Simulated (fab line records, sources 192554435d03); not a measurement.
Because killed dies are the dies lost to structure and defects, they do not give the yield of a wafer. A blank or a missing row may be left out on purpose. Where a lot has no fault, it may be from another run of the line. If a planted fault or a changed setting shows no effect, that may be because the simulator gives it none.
fab line records    flow n5Finfet
record: lots: 24  wafers: 72  lastDay: 17
route steps=1938 shown MOL_CONTACT_COAG@547 BEOL_M0_SAQP@637
lots untouched by any fault: they come from a run of this same line in which no faults occurred
startH: start of the lot's first displayed wafer, in hours after the record's first day    waitH: hours since the lot's step before    " the same as in the row above    L1.1+2: a single row standing in for several wafers    - value missing, or start not given    * or withheld: withheld    < > ~ a bound
route shown NAME@n: names a module that has steps shown in the file, with the first one's number in the route    usual: mean/standard deviation of fault-free wafers    same: alike in all rows    chamber/n: place in a boat    sites: the reading at each site    _std_site: the values' standard deviation    _edge_site: inner sites' mean taken away from outer sites' mean    radiusMm: for every site, how far away it sits from the centre of the wafer    mask NAME#n: copy n    behind: tool/chamber where the wafer was last shaped    hold: why the lot went on hold/how many hours it stayed there/how the hold came to an end    device: the transistor (n, p or np) that didn't switch    end of line: tests run on the same wafers once the route is complete    a step given without rows: its recipe and nothing more    killed: not the wafer's yield, but the dies lost to structure and defects at the first sort    map: per-die view of a wafer (x killed, . not killed, _ where there is no die)
set.NAME: the setting as run; set.NAME@STEP: as run at that earlier step    model.NAME: the simulator's own value behind a step, which no gauge read
route steps across a sampled set of lots; one table per step, one row per wafer
services: a tool's chamber out of use, with start hour (startH, from the record's first day; less than 0 if before it), hours out, and reason
== steps ==
step: N5_MOL_CONTACT_COAG_SPUTTER_143
recipe: material: Co  targetThkA: 25  tempC: 25  chamberPressurePa: 0.2
usual: chamberPressurePa: 0.2000/0.00039  throttleValvePct: 29.7/1.3
lot.wafer  tool           chamber  startH  waitH  chamberPressurePa  throttleValvePct
L074.3     pvdSputter-01  -        90.22   0.0    0.1998             28.9
L074.5     "              -        "       "      0.1999             30.7
L074.6     "              -        "       "      0.2004             31.2
L075.3     pvdSputter-01  -        94.56   0.0    0.1994             29.5
L075.4     "              -        "       "      0.1994             28.9
L075.6     "              -        "       "      0.1992             29.0
L076.3     pvdSputter-02  -        111.25  0.0    0.2002             29.9
L076.4     "              -        "       "      0.1994             26.9
L076.6     "              -        "       "      0.2001             29.6
L077.2     pvdSputter-02  -        114.04  0.0    0.2000             30.3
L077.5     "              -        "       "      0.2002             26.9
L077.6     "              -        "       "      0.1999             28.7
L078.1     pvdSputter-01  -        126.60  0.0    0.1995             31.3
L078.3     "              -        "       "      0.1996             29.3
L078.6     "              -        "       "      0.2002             29.0
L079.1     pvdSputter-01  -        127.34  0.0    0.1995             30.7
L079.3     "              -        "       "      0.1999             29.3
L079.5     "              -        "       "      0.2005             30.9
L080.1     pvdSputter-02  -        127.96  0.0    0.1990             26.4
L080.2     "              -        "       "      0.2001             30.3
L080.4     "              -        "       "      0.2000             29.7
L081.2     pvdSputter-03  -        135.52  0.0    0.1994             32.2
L081.5     "              -        "       "      0.1996             29.8
L081.6     "              -        "       "      0.1997             30.0
L082.1     pvdSputter-03  -        139.06  0.0    0.1997             30.3
L082.2     "              -        "       "      0.2003             30.0
L082.3     "              -        "       "      0.2004             31.9
L083.3     pvdSputter-02  -        146.04  0.0    0.2000             26.4
L083.4     "              -        "       "      0.2001             29.0
L083.5     "              -        "       "      0.2002             29.8
L084.3     pvdSputter-01  -        154.26  0.0    0.2002             31.3
L084.4     "              -        "       "      0.2008             30.6
L084.6     "              -        "       "      0.2002             31.2
L085.2     pvdSputter-02  -        165.12  0.0    0.1999             29.9
L085.4     "              -        "       "      0.1994             26.7
L085.5     "              -        "       "      0.2002             30.3
L086.2     pvdSputter-02  -        168.48  0.0    0.1998             29.8
L086.3     "              -        "       "      0.1997             30.3
L086.5     "              -        "       "      0.1996             26.7
L087.3     pvdSputter-02  -        171.17  0.0    0.1995             28.6
L087.4     "              -        "       "      0.2002             29.6
L087.5     "              -        "       "      0.2001             28.6
L088.1     pvdSputter-01  -        179.34  0.0    0.2000             31.3
L088.3     "              -        "       "      0.1998             29.5
L088.5     "              -        "       "      0.2007             30.7
L089.1     pvdSputter-03  -        181.69  0.0    0.1992             31.9
L089.5     "              -        "       "      0.2001             30.2
L089.6     "              -        "       "      0.1992             30.1
L090.2     pvdSputter-02  -        192.45  0.0    0.2002             30.2
L090.5     "              -        "       "      0.1997             30.3
L090.6     "              -        "       "      0.2003             28.9
L091.1     pvdSputter-02  -        198.33  0.0    0.2000             26.9
L091.2     "              -        "       "      0.1997             28.5
L091.6     "              -        "       "      0.2001             28.8
L092.1     pvdSputter-02  -        204.83  0.0    0.1998             29.7
L092.3     "              -        "       "      0.2002             28.7
L092.4     "              -        "       "      0.1998             26.9
L093.2     pvdSputter-03  -        209.48  0.0    0.2003             30.0
L093.4     "              -        "       "      0.1997             32.0
L093.5     "              -        "       "      0.2004             30.1
L094.1     pvdSputter-02  -        214.05  0.0    0.1998             29.8
L094.2     "              -        "       "      0.1999             28.6
L094.3     "              -        "       "      0.2002             26.8
L095.2     pvdSputter-03  -        218.86  0.0    0.2000             29.7
L095.3     "              -        "       "      0.1994             32.1
L095.5     "              -        "       "      0.2000             32.0
L096.2     pvdSputter-01  -        224.11  0.0    0.2002             28.9
L096.4     "              -        "       "      0.1997             29.3
L096.5     "              -        "       "      0.2005             29.3
L097.1     pvdSputter-03  -        226.43  0.0    0.1997             30.3
L097.3     "              -        "       "      0.1999             29.9
L097.5     "              -        "       "      0.1998             30.4
step: N5_MOL_CONTACT_COAG_SPUTTER_130
recipe: material: Co  targetThkA: 475  tempC: 25  chamberPressurePa: 0.5  powerW: 3000
usual: chamberPressurePa: 0.5000/0.00098  throttleValvePct: 30.1/1.1
lot.wafer  tool           chamber  startH  waitH  chamberPressurePa  throttleValvePct
L074.3     pvdSputter-01  -        94.26   0.0    0.5014             31.1
L074.5     "              -        "       "      0.4996             28.8
L074.6     "              -        "       "      0.5001             31.5
L075.3     pvdSputter-03  -        96.29   0.0    0.5015             29.9
L075.4     "              -        "       "      0.5012             32.0
L075.6     "              -        "       "      0.5019             29.7
L076.3     pvdSputter-03  -        113.06  0.0    0.4997             30.2
L076.4     "              -        "       "      0.4999             32.1
L076.6     "              -        "       "      0.4996             29.9
L077.2     pvdSputter-02  -        117.63  0.0    0.4997             26.8
L077.5     "              -        "       "      0.5008             26.8
L077.6     "              -        "       "      0.5013             29.8
L078.1     pvdSputter-02  -        128.33  0.0    0.5011             28.7
L078.3     "              -        "       "      0.4981             29.8
L078.6     "              -        "       "      0.4997             30.3
L079.1     pvdSputter-03  -        132.07  0.0    0.4999             30.1
L079.3     "              -        "       "      0.5017             29.9
L079.5     "              -        "       "      0.5011             32.1
L080.1     pvdSputter-01  -        132.20  0.0    0.5020             30.9
L080.2     "              -        "       "      0.5015             31.4
L080.4     "              -        "       "      0.4988             29.3
L081.2     pvdSputter-01  -        138.53  0.0    0.5005             29.4
L081.5     "              -        "       "      0.4996             31.2
L081.6     "              -        "       "      0.4992             30.7
L082.1     pvdSputter-03  -        141.17  0.0    0.5011             32.0
L082.2     "              -        "       "      0.4998             30.2
L082.3     "              -        "       "      0.5012             30.1
L083.3     pvdSputter-03  -        149.88  0.0    0.4995             30.0
L083.4     "              -        "       "      0.5018             30.0
L083.5     "              -        "       "      0.5007             30.3
L084.3     pvdSputter-03  -        156.30  0.0    0.5001             30.5
L084.4     "              -        "       "      0.4986             29.7
L084.6     "              -        "       "      0.4987             30.1
L085.2     pvdSputter-03  -        167.71  0.0    0.4995             30.6
L085.4     "              -        "       "      0.5001             31.9
L085.5     "              -        "       "      0.4983             30.1
L086.2     pvdSputter-01  -        170.60  0.0    0.5004             30.8
L086.3     "              -        "       "      0.4992             31.2
L086.5     "              -        "       "      0.4988             31.2
L087.3     pvdSputter-03  -        175.75  0.0    0.5009             30.0
L087.4     "              -        "       "      0.4994             30.1
L087.5     "              -        "       "      0.5004             30.2
L088.1     pvdSputter-03  -        182.25  0.0    0.5013             29.8
L088.3     "              -        "       "      0.5002             30.1
L088.5     "              -        "       "      0.5013             29.9
L089.1     pvdSputter-01  -        184.63  0.0    0.4996             31.1
L089.5     "              -        "       "      0.4999             29.0
L089.6     "              -        "       "      0.5003             31.0
L090.2     pvdSputter-01  -        195.40  0.0    0.4997             29.0
L090.5     "              -        "       "      0.4989             30.8
L090.6     "              -        "       "      0.5010             31.1
L091.1     pvdSputter-01  -        201.44  0.0    0.5007             30.7
L091.2     "              -        "       "      0.4997             29.4
L091.6     "              -        "       "      0.5009             30.8
L092.1     pvdSputter-03  -        208.38  0.0    0.4994             30.5
L092.3     "              -        "       "      0.4985             29.6
L092.4     "              -        "       "      0.4988             29.9
L093.2     pvdSputter-02  -        212.89  0.0    0.4997             30.2
L093.4     "              -        "       "      0.4992             28.6
L093.5     "              -        "       "      0.5014             28.8
L094.1     pvdSputter-01  -        218.25  0.0    0.5000             29.3
L094.2     "              -        "       "      0.4999             31.1
L094.3     "              -        "       "      0.4998             29.0
L095.2     pvdSputter-02  -        220.62  0.0    0.5004             26.7
L095.3     "              -        "       "      0.4995             30.3
L095.5     "              -        "       "      0.4989             30.2
L096.2     pvdSputter-01  -        226.00  0.0    0.5001             29.5
L096.4     "              -        "       "      0.4996             30.5
L096.5     "              -        "       "      0.4988             30.8
L097.1     pvdSputter-01  -        229.84  0.0    0.5004             28.9
L097.3     "              -        "       "      0.4973             30.6
L097.5     "              -        "       "      0.4996             30.6
step: N5_MOL_CONTACT_COAG_CMP_23
recipe: stopOn: SiO2  tOverpolishS: 1.5  postCmpClean: cuAlkaline  downForcePsi: 2  platenRpm: 50.289  padVelocityMS: 1.0006  targetThkNm: 0
usual: edgeZonePressureFrac: 1.000/0.0049  motorCurrentA: 8.2/0.69  overpolishRunS: 1.500/0.0093  platenRpm: 50.30/0.034  timeToEndpointS: 9.8/2.4
lot.wafer  tool    chamber  startH  waitH  edgeZonePressureFrac  motorCurrentA  overpolishRunS  platenRpm  timeToEndpointS
L074.3     cmp-02  2        94.57   0.1    0.994                 7.7            1.500           50.30      13.5
L074.6     "       3        "       "      0.995                 7.2            1.513           50.28      13.5
L074.5     "       0        "       "      0.993                 8.6            1.502           50.32      9.2
L075.4     cmp-01  3        96.55   0.1    1.007                 7.9            1.503           50.25      8.0
L075.3     "       0        "       "      0.989                 8.3            1.515           50.29      15.4
L075.6     "       2        "       "      0.992                 7.9            1.504           50.28      9.2
L076.3     cmp-02  2        113.24  0.0    0.996                 7.8            1.519           50.37      12.2
L076.4     "       3        "       "      0.998                 7.2            1.487           50.34      10.9
L076.6     "       2        "       "      0.992                 8.2            1.497           50.28      10.6
L077.2     cmp-02  3        117.81  0.0    1.001                 7.6            1.521           50.34      8.5
L077.6     "       3        "       "      0.994                 7.0            1.507           50.30      7.4
L077.5     "       0        "       "      1.010                 8.4            1.493           50.34      7.8
L078.1     cmp-02  1        128.51  0.0    1.005                 8.2            1.500           50.26      8.1
L078.3     "       3        "       "      0.998                 7.5            1.487           50.32      9.2
L078.6     "       1        "       "      1.007                 8.1            1.504           50.26      10.4
L079.3     cmp-01  1        132.25  0.0    1.000                 8.1            1.499           50.29      6.9
L079.1     "       3        "       "      1.005                 8.2            1.500           50.29      6.7
L079.5     "       2        "       "      0.999                 7.8            1.504           50.24      7.2
L080.4     cmp-02  1        132.38  0.0    0.999                 8.5            1.485           50.27      13.7
L080.1     "       2        "       "      0.999                 8.9            1.497           50.33      12.6
L080.2     "       0        "       "      1.010                 8.6            1.498           50.26      8.9
L081.2     cmp-04  1        138.71  0.0    0.993                 7.0            1.500           50.36      11.0
L081.5     "       1        "       "      0.998                 7.5            1.494           50.32      10.2
L081.6     "       2        "       "      1.002                 7.6            1.492           50.33      12.7
L082.3     cmp-04  2        141.35  0.0    1.006                 7.6            1.489           50.28      15.2
L082.1     "       0        "       "      0.991                 9.1            1.498           50.37      13.4
L082.2     "       1        "       "      0.995                 7.2            1.494           50.25      8.9
L083.3     cmp-04  3        150.13  0.1    0.996                 9.5            1.496           50.25      8.7
L083.4     "       0        "       "      0.998                 9.9            1.501           50.27      10.1
L083.5     "       2        "       "      0.998                 8.0            1.489           50.32      12.3
L084.3     cmp-04  3        156.52  0.1    0.999                 8.7            1.492           50.31      4.1
L084.4     "       0        "       "      0.997                 9.6            1.506           50.30      7.4
L084.6     "       2        "       "      0.996                 7.9            1.513           50.27      9.8
L085.2     cmp-01  3        167.97  0.1    1.000                 7.8            1.492           50.32      7.7
L085.4     "       0        "       "      1.006                 8.2            1.482           50.30      11.1
L085.5     "       2        "       "      0.998                 7.4            1.506           50.28      8.2
L086.3     cmp-04  2        170.89  0.1    1.007                 7.9            1.493           50.30      9.5
L086.2     "       0        "       "      1.000                 9.5            1.492           50.32      8.8
L086.5     "       3        "       "      0.998                 8.9            1.500           50.31      6.6
L087.3     cmp-01  0        176.05  0.1    1.004                 8.1            1.489           50.27      14.7
L087.4     "       1        "       "      1.003                 8.3            1.505           50.31      13.1
L087.5     "       0        "       "      1.004                 8.1            1.498           50.35      12.8
L088.1     cmp-04  1        182.46  0.1    1.003                 7.1            1.491           50.33      7.5
L088.3     "       2        "       "      1.003                 7.9            1.497           50.30      11.0
L088.5     "       0        "       "      1.001                 9.7            1.510           50.26      10.2
L089.1     cmp-04  2        184.83  0.0    1.006                 7.7            1.504           50.28      8.8
L089.6     "       2        "       "      1.010                 8.2            1.497           50.30      8.1
L089.5     "       3        "       "      0.996                 9.1            1.513           50.32      8.4
L090.2     cmp-01  1        195.62  0.1    0.999                 8.3            1.508           50.37      9.8
L090.5     "       0        "       "      1.001                 8.0            1.486           50.28      14.9
L090.6     "       1        "       "      0.996                 8.3            1.499           50.34      10.8
L091.2     cmp-01  2        201.62  0.0    0.999                 7.5            1.511           50.29      8.7
L091.1     "       1        "       "      0.999                 8.1            1.492           50.32      7.6
L091.6     "       3        "       "      1.003                 7.2            1.500           50.34      7.8
L092.1     cmp-04  3        208.60  0.1    0.999                 9.5            1.493           50.22      8.2
L092.3     "       0        "       "      0.988                 9.1            1.500           50.31      10.4
L092.4     "       1        "       "      1.003                 7.5            1.485           50.33      8.7
L093.2     cmp-01  2        213.13  0.1    1.001                 7.7            1.509           50.30      6.8
L093.4     "       3        "       "      1.001                 8.0            1.501           50.30      8.6
L093.5     "       1        "       "      1.007                 8.5            1.480           50.27      6.8
L094.2     cmp-04  0        218.50  0.1    0.994                 9.7            1.493           50.27      10.8
L094.1     "       1        "       "      1.004                 7.7            1.498           50.33      5.9
L094.3     "       2        "       "      1.005                 8.0            1.499           50.30      8.1
L095.2     cmp-01  2        220.87  0.1    1.010                 7.9            1.487           50.27      9.5
L095.3     "       3        "       "      1.001                 7.9            1.497           50.31      9.0
L095.5     "       1        "       "      1.004                 8.0            1.487           50.33      10.5
L096.2     cmp-01  0        226.26  0.1    1.000                 7.7            1.501           50.31      14.8
L096.4     "       1        "       "      0.994                 7.8            1.509           50.29      12.3
L096.5     "       3        "       "      0.997                 7.5            1.481           50.31      12.0
L097.1     cmp-02  2        230.06  0.1    1.001                 8.4            1.494           50.30      7.2
L097.3     "       0        "       "      1.001                 8.3            1.505           50.27      4.5
L097.5     "       2        "       "      0.998                 8.3            1.524           50.24      12.7
step: N5_BEOL_M0_SAQP_PECVD_97
recipe: material: SiNx  targetThkA: 230  tempC: 350  precursor: SiH4/NH3/N2  pressureTorr: 1.5  rfW: 300  timeS: 19.9
usual: chamberPressureTorr: 1.500/0.004  heaterPowerW: 554/64  showerheadPlenumPTorr: 5.10/0.032  showerheadVppV: 1061/30  throttleValvePct: 39.7/2.6
lot.wafer  tool      chamber  startH  waitH  chamberPressureTorr  heaterPowerW  showerheadPlenumPTorr  showerheadVppV  throttleValvePct
L074.3     pecvd-02  2        107.16  0.0    1.502                510           5.09                   1062            36.9
L074.5     "         2        "       "      1.501                516           5.07                   1043            36.7
L074.6     "         1        "       "      1.505                548           5.14                   1076            41.6
L075.3     pecvd-02  1        110.13  0.0    1.496                489           5.14                   1052            41.6
L075.4     "         0        "       "      1.492                510           5.08                   1071            39.0
L075.6     "         2        "       "      1.497                467           5.10                   1067            36.7
L076.3     pecvd-02  1        126.42  0.0    1.502                532           5.14                   1059            41.4
L076.4     "         0        "       "      1.499                512           5.08                   1049            39.1
L076.6     "         1        "       "      1.495                528           5.15                   1073            41.3
L077.2     pecvd-02  0        128.34  0.0    1.502                488           5.08                   1081            39.0
L077.5     "         2        "       "      1.500                520           5.08                   1063            36.8
L077.6     "         1        "       "      1.502                506           5.15                   1060            41.7
L078.1     pecvd-02  1        139.85  0.0    1.498                522           5.14                   1051            41.5
L078.3     "         2        "       "      1.503                479           5.08                   1051            36.5
L078.6     "         0        "       "      1.508                533           5.10                   1076            38.8
L079.1     pecvd-04  1        144.65  0.0    1.498                731           5.10                   1009            41.9
L079.3     "         2        "       "      1.501                657           5.16                   1091            38.1
L079.5     "         1        "       "      1.494                719           5.11                   999             41.7
L080.1     pecvd-04  2        147.29  0.0    1.500                631           5.14                   1106            38.2
L080.2     "         1        "       "      1.493                639           5.12                   1019            41.6
L080.4     "         2        "       "      1.504                656           5.15                   1105            38.3
L081.2     pecvd-04  0        150.26  0.0    1.493                567           5.07                   1051            42.0
L081.5     "         1        "       "      1.501                698           5.11                   986             41.5
L081.6     "         0        "       "      1.495                568           5.06                   1061            42.0
L082.1     pecvd-02  0        154.29  0.0    1.501                558           5.09                   1080            39.2
L082.2     "         1        "       "      1.500                547           5.12                   1066            41.6
L082.3     "         2        "       "      1.494                457           5.07                   1042            36.8
L083.3     pecvd-01  1        162.60  0.0    1.506                508           5.07                   1103            45.9
L083.4     "         0        "       "      1.497                579           5.08                   1078            36.3
L083.5     "         1        "       "      1.504                526           5.08                   1110            46.0
L084.3     pecvd-04  0        169.17  0.0    1.499                524           5.05                   1043            42.1
L084.4     "         2        "       "      1.495                621           5.14                   1093            37.9
L084.6     "         0        "       "      1.496                522           5.07                   1065            42.1
L085.2     pecvd-02  0        179.54  0.0    1.501                534           5.08                   1083            39.3
L085.4     "         2        "       "      1.498                431           5.08                   1038            36.9
L085.5     "         0        "       "      1.506                541           5.09                   1068            39.5
L086.2     pecvd-02  2        183.20  0.0    1.496                535           5.08                   1053            36.8
L086.3     "         0        "       "      1.501                536           5.09                   1088            39.4
L086.5     "         1        "       "      1.492                514           5.14                   1053            41.8
L087.3     pecvd-02  1        188.02  0.0    1.500                547           5.14                   1055            41.3
L087.4     "         0        "       "      1.501                523           5.09                   1077            38.9
L087.5     "         1        "       "      1.495                557           5.14                   1070            41.6
L088.1     pecvd-02  2        196.56  0.0    1.501                486           5.08                   1047            36.8
L088.3     "         1        "       "      1.505                569           5.13                   1063            41.8
L088.5     "         1        "       "      1.509                538           5.14                   1065            41.7
L089.1     pecvd-02  2        201.35  0.0    1.498                491           5.07                   1056            36.6
L089.5     "         2        "       "      1.502                495           5.08                   1072            36.8
L089.6     "         1        "       "      1.504                561           5.13                   1071            41.5
L090.2     pecvd-04  1        208.32  0.0    1.504                717           5.11                   982             41.7
L090.5     "         2        "       "      1.508                677           5.16                   1080            38.3
L090.6     "         0        "       "      1.500                581           5.05                   1056            41.9
L091.1     pecvd-02  0        213.41  0.0    1.496                554           5.10                   1073            39.5
L091.2     "         2        "       "      1.501                536           5.08                   1061            36.8
L091.6     "         0        "       "      1.503                581           5.08                   1072            39.2
L092.1     pecvd-02  0        219.62  0.0    1.501                578           5.09                   1065            39.6
L092.3     "         2        "       "      1.504                501           5.08                   1040            36.8
L092.4     "         2        "       "      1.502                513           5.09                   1053            36.7
L093.2     pecvd-01  0        224.05  0.0    1.492                606           5.07                   1064            36.2
L093.4     "         1        "       "      1.504                577           5.08                   1106            46.1
L093.5     "         1        "       "      1.500                572           5.08                   1118            45.7
L094.1     pecvd-04  1        230.68  0.0    1.493                633           5.11                   987             41.5
L094.2     "         2        "       "      1.499                618           5.16                   1104            38.4
L094.3     "         0        "       "      1.500                584           5.06                   1064            41.9
L095.2     pecvd-02  0        233.66  0.0    1.497                490           5.09                   1074            39.8
L095.3     "         2        "       "      1.502                526           5.08                   1036            36.9
L095.5     "         1        "       "      1.493                524           5.14                   1083            41.3
L096.2     pecvd-01  1        237.03  0.0    1.502                559           5.07                   1113            45.8
L096.4     "         0        "       "      1.501                533           5.07                   1059            36.6
L096.5     "         1        "       "      1.502                560           5.07                   1105            45.8
L097.1     pecvd-02  1        242.40  0.0    1.503                534           5.15                   1053            41.6
L097.3     "         2        "       "      1.503                467           5.08                   1063            36.9
L097.5     "         2        "       "      1.505                475           5.07                   1046            36.8
step: N5_BEOL_M0_SAQP_SPACER1_ALD_98
recipe: material: SiO2  targetThkA: 128  tempC: 300  aldPrecursorFamily: BDEAS  aldCoReactant: O2-plasma  pulseTimeS: 1  purgeTimeS: 2  coReactantPurgeTimeS: 2  aldCycles: 138  pressureTorr: 2
usual: chamberPressureTorr: 2.001/0.0048  heaterPowerW: 458/48  precursorPulseHeightRel: 0.998/0.018
lot.wafer  tool       chamber  startH  waitH  chamberPressureTorr  heaterPowerW  precursorPulseHeightRel
L074.3     aldSin-04  1        108.77  0.1    2.000                461           0.955
L074.5     "          2        "       "      1.998                573           1.021
L074.6     "          3        "       "      1.998                421           1.000
L075.3     aldSin-03  3        113.88  0.6    1.996                487           1.033
L075.4     "          0        "       "      2.007                453           1.024
L075.6     "          3        "       "      2.001                476           1.029
L076.3     aldSin-04  0        128.14  0.1    2.002                432           1.015
L076.4     "          1        "       "      1.997                467           1.006
L076.6     "          1        "       "      2.004                474           0.980
L077.2     aldSin-04  3        131.38  1.3    2.007                443           1.017
L077.5     "          1        "       "      1.995                472           1.015
L077.6     "          0        "       "      2.003                436           0.985
L078.1     aldSin-03  0        141.46  0.3    1.997                459           0.986
L078.3     "          2        "       "      2.006                404           0.960
L078.6     "          1        "       "      1.995                405           0.993
L079.1     aldSin-03  1        146.34  0.3    2.004                399           0.989
L079.3     "          3        "       "      1.999                487           1.019
L079.5     "          0        "       "      1.996                467           0.991
L080.1     aldSin-04  1        148.90  0.3    1.989                458           0.991
L080.2     "          3        "       "      1.999                445           0.999
L080.4     "          2        "       "      1.998                576           1.006
L081.2     aldSin-03  3        151.97  0.3    2.008                483           1.016
L081.5     "          1        "       "      1.999                387           0.999
L081.6     "          0        "       "      2.005                463           0.974
L082.1     aldSin-01  1        158.76  2.5    2.007                436           0.995
L082.2     "          3        "       "      2.004                505           0.997
L082.3     "          0        "       "      1.994                438           1.008
L083.3     aldSin-01  0        164.07  0.1    2.003                437           1.011
L083.4     "          3        "       "      1.998                489           1.030
L083.5     "          0        "       "      1.997                444           1.012
L084.3     aldSin-03  3        171.09  0.3    1.997                494           1.001
L084.4     "          2        "       "      1.998                396           1.004
L084.6     "          2        "       "      2.007                398           0.982
L085.2     aldSin-03  0        181.75  0.9    2.001                471           0.993
L085.4     "          3        "       "      1.992                486           0.983
L085.5     "          1        "       "      1.999                401           1.022
L086.2     aldSin-01  2        185.19  0.5    2.001                429           1.031
L086.3     "          3        "       "      2.010                482           1.003
L086.5     "          2        "       "      2.000                445           0.997
L087.3     aldSin-04  3        191.06  1.4    2.003                438           0.988
L087.4     "          0        "       "      2.002                447           0.980
L087.5     "          1        "       "      1.998                458           0.963
L088.1     aldSin-04  3        198.14  0.3    2.009                442           1.018
L088.3     "          0        "       "      1.996                430           1.010
L088.5     "          1        "       "      1.994                466           1.008
L089.1     aldSin-03  0        203.27  0.5    2.006                470           1.018
L089.5     "          3        "       "      2.000                502           0.985
L089.6     "          0        "       "      2.002                456           1.019
L090.2     aldSin-01  1        209.86  0.3    2.002                441           0.985
L090.5     "          3        "       "      1.997                484           0.992
L090.6     "          0        "       "      2.007                452           0.967
L091.1     aldSin-03  2        215.33  0.6    1.993                399           0.995
L091.2     "          3        "       "      2.004                494           1.006
L091.6     "          3        "       "      1.999                489           0.995
L092.1     aldSin-03  1        221.36  0.3    2.006                409           1.023
L092.3     "          3        "       "      2.011                488           0.972
L092.4     "          0        "       "      2.005                474           0.988
L093.2     aldSin-01  3        225.63  0.3    2.007                480           0.988
L093.4     "          0        "       "      1.990                434           0.984
L093.5     "          0        "       "      1.999                439           1.025
L094.1     aldSin-03  0        232.23  0.3    1.996                469           1.000
L094.2     "          3        "       "      1.997                483           1.019
L094.3     "          2        "       "      2.002                388           1.000
L095.2     aldSin-04  3        235.25  0.3    2.001                434           0.994
L095.3     "          0        "       "      1.998                436           1.025
L095.5     "          1        "       "      2.001                472           1.006
L096.2     aldSin-03  2        238.67  0.3    1.999                404           0.986
L096.4     "          0        "       "      1.999                471           0.996
L096.5     "          2        "       "      1.996                396           0.971
L097.1     aldSin-04  2        244.09  0.3    2.006                548           1.018
L097.3     "          0        "       "      1.999                447           1.037
L097.5     "          1        "       "      2.001                470           1.005
step: N5_BEOL_M0_SAQP_CD_MEAS_29
recipe: targetCdNm: 14.4  landingEnergyEv: 1000  detector: seInlens
usual: cdNm: 15.04/0.24
lot.wafer  tool      chamber  startH  waitH  cdNm
L074.3     cdSem-01  0        111.69  0.1    14.64
L074.5     "         0        "       "      15.15
L074.6     "         0        "       "      14.84
L075.3     cdSem-02  0        116.65  0.1    14.56
L075.4     "         0        "       "      14.91
L075.6     "         0        "       "      15.46
L076.3     cdSem-01  0        131.75  0.1    14.73
L076.4     "         0        "       "      14.92
L076.6     "         0        "       "      14.88
L077.2     cdSem-03  0        133.91  0.1    15.09
L077.5     "         0        "       "      15.07
L077.6     "         0        "       "      15.66
L078.1     cdSem-01  0        144.07  0.1    14.93
L078.3     "         0        "       "      15.21
L078.6     "         0        "       "      14.83
L079.1     cdSem-02  0        148.77  0.1    14.88
L079.3     "         0        "       "      14.93
L079.5     "         0        "       "      14.69
L080.1     cdSem-01  0        151.64  0.1    15.45
L080.2     "         0        "       "      14.97
L080.4     "         0        "       "      14.76
L081.2     cdSem-01  0        154.41  0.1    15.16
L081.5     "         0        "       "      15.29
L081.6     "         0        "       "      15.00
L082.1     cdSem-01  0        161.42  0.1    15.01
L082.2     "         0        "       "      15.35
L082.3     "         0        "       "      14.59
L083.3     cdSem-01  0        166.50  0.1    15.12
L083.4     "         0        "       "      14.98
L083.5     "         0        "       "      14.98
L084.3     cdSem-02  0        173.73  0.1    15.10
L084.4     "         0        "       "      15.37
L084.6     "         0        "       "      15.38
L085.2     cdSem-01  0        185.16  0.1    14.89
L085.4     "         0        "       "      14.97
L085.5     "         0        "       "      14.57
L086.2     cdSem-03  0        189.06  0.1    15.31
L086.3     "         0        "       "      14.90
L086.5     "         0        "       "      15.14
L087.3     cdSem-03  0        193.60  0.1    15.31
L087.4     "         0        "       "      15.01
L087.5     "         0        "       "      15.06
L088.1     cdSem-03  0        200.57  0.1    15.23
L088.3     "         0        "       "      15.01
L088.5     "         0        "       "      14.56
L089.1     cdSem-01  0        205.83  0.1    14.88
L089.5     "         0        "       "      14.83
L089.6     "         0        "       "      15.03
L090.2     cdSem-03  0        212.34  0.1    14.88
L090.5     "         0        "       "      15.28
L090.6     "         0        "       "      15.09
L091.1     cdSem-02  0        218.29  0.1    14.96
L091.2     "         0        "       "      14.95
L091.6     "         0        "       "      15.26
L092.1     cdSem-01  0        223.81  0.1    14.70
L092.3     "         0        "       "      15.06
L092.4     "         0        "       "      15.39
L093.2     cdSem-03  0        228.18  0.1    15.00
L093.4     "         0        "       "      14.94
L093.5     "         0        "       "      15.21
L094.1     cdSem-01  0        234.69  0.1    15.09
L094.2     "         0        "       "      15.67
L094.3     "         0        "       "      14.84
L095.2     cdSem-01  0        238.77  0.1    15.36
L095.3     "         0        "       "      15.02
L095.5     "         0        "       "      15.20
L096.2     cdSem-02  0        243.41  0.1    15.07
L096.4     "         0        "       "      15.15
L096.5     "         0        "       "      14.95
L097.1     cdSem-02  0        247.09  0.1    14.88
L097.3     "         0        "       "      15.21
L097.5     "         0        "       "      15.10
== services ==
tool           chamber  startH  hours  kind
cmp-02         -        79.23   1.9    repair
cmp-04         -        82.95   6.9    pm
pvdSputter-03  -        83.35   0.6    repair
aldSin-04      -        85.96   14.0   pm
cmp-04         -        93.07   14.5   repair
pvdSputter-02  -        94.48   11.2   repair
cmp-02         -        95.88   5.4    pm
cmp-04         -        107.92  2.0    repair
aldSin-03      0        108.65  1.6    repair
aldSin-03      1        110.91  6.8    repair
aldSin-01      0        116.49  4.4    repair
cmp-01         -        121.33  4.0    pm
pvdSputter-02  -        124.06  2.1    repair
pecvd-04       -        129.76  2.1    repair
pecvd-04       -        134.06  2.2    repair
aldSin-01      -        134.08  0.8    pm
cmp-02         -        148.75  66.2   repair
cmp-01         -        182.65  5.5    pm
cmp-04         -        192.23  4.0    pm
pecvd-02       0        192.85  6.5    repair
pecvd-04       -        218.53  6.0    pm
cmp-04         -        223.82  2.0    repair
aldSin-01      3        232.49  1.4    repair
pecvd-02       0        238.79  12.3   repair
== key ==
fault none
